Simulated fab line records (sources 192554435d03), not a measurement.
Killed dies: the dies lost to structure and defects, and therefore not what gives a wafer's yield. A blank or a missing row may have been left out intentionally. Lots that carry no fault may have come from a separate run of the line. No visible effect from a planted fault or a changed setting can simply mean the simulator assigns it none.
Chamber matching / flow n5_finfet / N5_BEOL_M10_STRIP_67 on rie_diel-04: 4 sister chambers
The step strips in CF4. 4 wafers are shown with their chamber, then 11 later ones without.

== WAFERS PAIRED WITH THEIR CHAMBERS ==
wafer=L083.6; chamber=3; showerhead_plenum_p_Torr (Torr)=1.76
wafer=L089.1; chamber=0; showerhead_plenum_p_Torr (Torr)=1.91
wafer=L089.3; chamber=1; showerhead_plenum_p_Torr (Torr)=1.83
wafer=L091.3; chamber=2; showerhead_plenum_p_Torr (Torr)=1.75

== WAFERS WHOSE CHAMBER IS MISSING ==
wafer=L091.4; showerhead_plenum_p_Torr (Torr)=1.90
wafer=L091.6; showerhead_plenum_p_Torr (Torr)=1.90
wafer=L092.2; showerhead_plenum_p_Torr (Torr)=1.75
wafer=L092.4; showerhead_plenum_p_Torr (Torr)=1.83
wafer=L092.6; showerhead_plenum_p_Torr (Torr)=1.75
wafer=L096.2; showerhead_plenum_p_Torr (Torr)=1.90
wafer=L096.3; showerhead_plenum_p_Torr (Torr)=1.83
wafer=L096.5; showerhead_plenum_p_Torr (Torr)=1.83
wafer=L097.2; showerhead_plenum_p_Torr (Torr)=1.83
wafer=L097.4; showerhead_plenum_p_Torr (Torr)=1.75
wafer=L097.5; showerhead_plenum_p_Torr (Torr)=1.83

== WHICH CHAMBER EACH WENT THROUGH ==
wafer=L091.4; from the rows above=0; in truth=0
wafer=L091.6; from the rows above=0; in truth=0
wafer=L092.2; from the rows above=can't be placed: 2 or 3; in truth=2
wafer=L092.4; from the rows above=1; in truth=1
wafer=L092.6; from the rows above=can't be placed: 2 or 3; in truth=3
wafer=L096.2; from the rows above=0; in truth=0
wafer=L096.3; from the rows above=1; in truth=1
wafer=L096.5; from the rows above=1; in truth=1
wafer=L097.2; from the rows above=1; in truth=1
wafer=L097.4; from the rows above=can't be placed: 2 or 3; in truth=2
wafer=L097.5; from the rows above=1; in truth=1
Correctly placed: 8 of 11. Not placeable from these rows: 3 (in 3, the candidates include the true chamber). Wrongly placed: 0.
How it was worked out, from the rows above alone: a wafer's distance from a chamber is the root of the sum, over the readings, of the square of ((its reading less the chamber's mean) divided by the reading's scatter). If the next closest chamber is less than 2 further off than the closest, the wafer can't be placed; otherwise it belongs to the closest. For every chamber, the mean is computed from those of its wafers that are shown. The scatter: root of mean squared gap, hidden wafer to nearest shown wafer, with one shown wafer a chamber.
